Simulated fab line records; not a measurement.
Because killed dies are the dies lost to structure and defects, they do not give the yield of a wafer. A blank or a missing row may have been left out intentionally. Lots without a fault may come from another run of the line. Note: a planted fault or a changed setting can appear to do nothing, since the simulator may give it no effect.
Which of the tools did it? | flow n5-finfet | 10 lots, 30 wafers sampled, at 2 steps of a route of 1938

## WHAT THE GAUGES READ, wafer by wafer
N5_BEOL_M8_INSPECT_13: inspects for defects (brightfield).
lot  | measured     | on                | raw-defect-count
L314 | day 12 13:41 | defect-inspect-02 | 378 402 329
L316 | day 13 04:06 | defect-inspect-02 | 400 359 257
L317 | day 14 14:58 | defect-inspect-02 | 339 408 439
L321 | day 15 21:50 | defect-inspect-02 | 386 384 268
L331 | day 17 21:14 | defect-inspect-02 | 314 308 317
L333 | day 17 21:47 | defect-inspect-02 | 286 283 311
L327 | day 18 01:40 | defect-inspect-01 | 411 377 358
L328 | day 18 14:04 | defect-inspect-02 | 363 583 404
L318 | day 19 05:13 | defect-inspect-02 | 301 341 378
L332 | day 19 05:27 | defect-inspect-01 | 300 374 332

## EACH LOT AND THE TOOL THAT RAN IT (in order: tool; ch and the chambers of the sampled wafers; start)
lot  | N5_BEOL_M8_HM_DEP_02
L314 | pvd-sputter-01, day 12 13:16
L316 | pvd-sputter-01, day 13 03:32
L317 | pvd-sputter-01, day 14 14:24
L321 | pvd-sputter-02, day 15 21:25
L331 | pvd-sputter-02, day 17 20:48
L333 | pvd-sputter-03, day 17 21:14
L327 | pvd-sputter-01, day 18 01:07
L328 | pvd-sputter-02, day 18 13:38
L318 | pvd-sputter-01, day 19 04:47
L332 | pvd-sputter-01, day 19 04:53
- N5_BEOL_M8_HM_DEP_02: deposits TiN, target thk 20 nm.

## THE ANSWER, worked out from the rows above alone
Rule: the lots themselves supply what counts as usual. The widest of any qualifying gaps counts: lots, ordered by their means at a reading, are off when they make up no more than a third of the lots, leave a main group of 4 or more, and stand apart from it by 3 or more times the standard deviation of that group's means. A main group whose means are all the same, to the digits that the tables above print for the reading, isn't used. A lot without any number at a reading at which 4 lots or more have one is off too. The other lots that the step has rows for count as sound.
None of the lots is off at any reading shown; this tells nothing.

## WHAT HAD BEEN PUT IN BY THE SIMULATOR
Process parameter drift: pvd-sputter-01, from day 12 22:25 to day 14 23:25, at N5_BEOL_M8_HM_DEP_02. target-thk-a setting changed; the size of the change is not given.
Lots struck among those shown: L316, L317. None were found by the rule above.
